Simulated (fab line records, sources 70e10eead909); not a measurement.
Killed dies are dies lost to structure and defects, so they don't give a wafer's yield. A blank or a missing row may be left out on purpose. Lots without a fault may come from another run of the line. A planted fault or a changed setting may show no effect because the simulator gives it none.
A struck lot beside a sound one | flow nand_harc | 39 steps out of a route of 1159
Sound: wafers L903.3, L903.5, L903.6. Struck: wafers L893.1, L893.4. (L893.5 of the same lot was not struck and is left out.) The cause comes at the end.
At each step with rows: each side's tool, then ch and its chambers, then its first start. Under that, the readings that differ: sound wafers | struck wafers | difference of the means | sigmas: that difference in standard deviations of wafers without a fault.
alike: readings whose means differ by less than 2 such deviations, and words and numbers that are the same on both sides. not compared: withheld readings, readings that some wafer has no value for, bounds like >300 that may hide the same value, and numbers for which the record gives no deviation and whose values overlap.
The two part at a step that has a row with sigmas, a row that says differs or no value, or rows on one side only. Numbers that don't overlap but have no deviation are shown without sigmas and don't part them. A reading that every wafer of one side lacks parts them only if that side has two wafers or more.

first, 1 step without rows for these wafers: NHARC_P_BONDPAD_HARDBAKE_10 (time 65 s).
NHARC_P_BONDPAD_DESCUM_11: chemistry O2, time 3 s.
  sound on rie_diel-06 ch 2,3, day 9 16:42; struck on rie_diel-05 ch 0,1, day 7 18:30
  alike: drypump_motor_current_A, mfc_ar_sccm, o2_flow_sccm, oes_product_au, rf_vpp_V, showerhead_plenum_p_Torr, throttle_valve_pct
  not compared: rf_hours_counter_h
then, 2 steps without rows for these wafers: NHARC_P_BONDPAD_ETCH_37 (etches the open film in N2/H2, target depth 60 nm, overetch 18 nm, time 65.91 s); NHARC_P_BONDPAD_ETCH_12 (etches the open film in CHF3/O2, target depth 200 nm, time 100 s).
NHARC_P_BONDPAD_CD_MEAS_13:
  sound on cd_sem-03, day 9 17:01; struck on cd_sem-03, day 7 18:49
  alike: cd_nm
NHARC_P_BONDPAD_STRIP_15: strips in O2.
  sound on rie_diel-06 ch 1,2,3, day 9 17:07; struck on rie_diel-06 ch 0,1, day 7 18:55
  alike: drypump_motor_current_A, mfc_ar_sccm, o2_flow_sccm, oes_product_au, rf_vpp_V, showerhead_plenum_p_Torr, throttle_valve_pct
  not compared: rf_hours_counter_h
then, 4 steps without rows for these wafers: NHARC_P_BONDPAD_ETCH_24 (etches the open film in CF4/N2, target depth 30 nm, time 72.99 s); NHARC_P_BONDPAD_STRIP_16 (strips in post etch residue remover, time 600 s); NHARC_P_BONDPAD_DEGAS_25 (time 60 s); NHARC_P_BONDPAD_PRE_CLEAN_26 (time 30 s).
NHARC_P_BONDPAD_PVD_17: deposits TaN, target thk 5 nm, time 8.06 s.
  sound on pvd_sputter-03; struck on pvd_sputter-03
  alike: throttle_valve_pct
NHARC_P_BONDPAD_PVD_27: deposits Cu, target thk 30 nm, time 20.49 s.
  sound on pvd_sputter-03; struck on pvd_sputter-03
  alike: throttle_valve_pct
NHARC_P_BONDPAD_ECD_18: material Cu, target thk 400 nm.
  sound on ecd_cu-01 ch 0,1, day 9 18:08; struck on ecd_cu-02 ch 0,1, day 7 19:52
then, 1 step without rows for these wafers: NHARC_P_BONDPAD_ANNEAL_28 (time 90 s).
NHARC_P_BONDPAD_CMP_19: polishes, t overpolish 30 s, cu recess touch 16 s, target thk 160.81 nm.
  sound on cmp-04 ch 0,1,3, day 9 18:48; struck on cmp-02 ch 0,3, day 7 20:34
  alike: motor_current_A, overpolish_run_s, slurry_filter_dp_kPa
then, 1 step without rows for these wafers: NHARC_P_BONDPAD_SRD_21 (time 30 s, dry time 20 s).
NHARC_P_BONDPAD_INSPECT_23:
  sound on defect_inspect-02, day 9 19:14; struck on defect_inspect-01, day 7 21:09
  alike: raw_defect_count
then, 3 steps without rows for these wafers: NHARC_P_BONDPAD_ACTIVATE_29 (chemistry N2, time 60 s); NHARC_P_BONDPAD_PRECLEAN_30 (cleans in DIW, time 300 s); NHARC_P_BONDPAD_SRD_31 (time 30 s, dry time 20 s).
NHARC_A_START_INSPECT_01:
  the record has rows for the sound wafers here (defect_inspect-02, day 9 19:43) and none for the struck ones
then, 11 steps without rows for these wafers: NHARC_A_ZERO_WELL_PRECLEAN_00 (cleans in SPM, time 600 s); NHARC_A_ZERO_WELL_SRD_01; NHARC_A_ZERO_WELL_DEHYDRATE_02 (time 120 s); NHARC_A_ZERO_WELL_HMDS_03 (time 30 s); NHARC_A_ZERO_WELL_COAT_18 (time 65 s); NHARC_A_ZERO_WELL_COAT_04 (resist thk 600 nm); NHARC_A_ZERO_WELL_SOFTBAKE_05 (time 70 s); NHARC_A_ZERO_WELL_EBR_06; NHARC_A_ZERO_WELL_EXPOSE_07 (exposes mask A ZERO); NHARC_A_ZERO_WELL_PEB_08 (peb time 80 s); NHARC_A_ZERO_WELL_DEVELOP_09 (time 50 s).
NHARC_A_ZERO_WELL_CD_MEAS_10: target cd 2000 nm.
  the record has rows for the sound wafers here (cd_sem-02 ch 0, day 9 20:26) and none for the struck ones
then, 5 steps without rows for these wafers: NHARC_A_ZERO_WELL_HARDBAKE_11 (time 65 s); NHARC_A_ZERO_WELL_DESCUM_12 (chemistry O2, time 3 s); NHARC_A_ZERO_WELL_ETCH_19 (etches the open film in N2/H2, target depth 80 nm, overetch 24 nm, time 87.88 s); NHARC_A_ZERO_WELL_ETCH_13 (etches the open film in HBr/Cl2, target depth 120 nm, time 40.1 s); NHARC_A_ZERO_WELL_STRIP_14 (strips in SPM, time 900 s).
-- the record jumps here: 13 days lie between the struck wafers' starts before and after (it left off in module A_ZERO_WELL and takes up again in module END, whose first step shown is number 1159 of the route) --
NHARC_END_SORT_01:
  sound on prober-01 ch 0, day 22 15:07; struck on prober-02 ch 0, day 20 10:58
  reading                  | sound          | struck                                            | difference                   | sigmas
  hold                     | - - -          | await_dispo/5.6h/release await_dispo/5.6h/release | no value on the sound wafers |
  defect_limited_yield (%) | 95.1 96.5 94.7 | 0 0.1                                             | -95                          | -68
  killed_at_periphery      | 2 1 1          | 656 656                                           | +655                         | +99 or more
  killed_dies              | 33 24 36       | 677 676                                           | +646                         | +69
  sort_bin_2_pct (%)       | 1.0 1.0 1.3    | 96.8 97.6                                         | +96.1                        | +99 or more
  sort_n_pass              | 644 653 641    | 0 1                                               | -646                         | -69
  sort_rim_yield_pct (%)   | 94.3 94.3 99.1 | 0 0.9                                             | -95                          | -40
  sort_yield_pct (%)       | 95.1 96.5 94.7 | 0 0.1                                             | -95                          | -68
  alike: killed_at_array, killed_at_other, killed_open, killed_short, sort_bin_3_pct, sort_bin_4_pct

WHERE THEY PART
First at NHARC_A_START_INSPECT_01; last, within this record, at NHARC_END_SORT_01.

WHY: what the simulator had put in
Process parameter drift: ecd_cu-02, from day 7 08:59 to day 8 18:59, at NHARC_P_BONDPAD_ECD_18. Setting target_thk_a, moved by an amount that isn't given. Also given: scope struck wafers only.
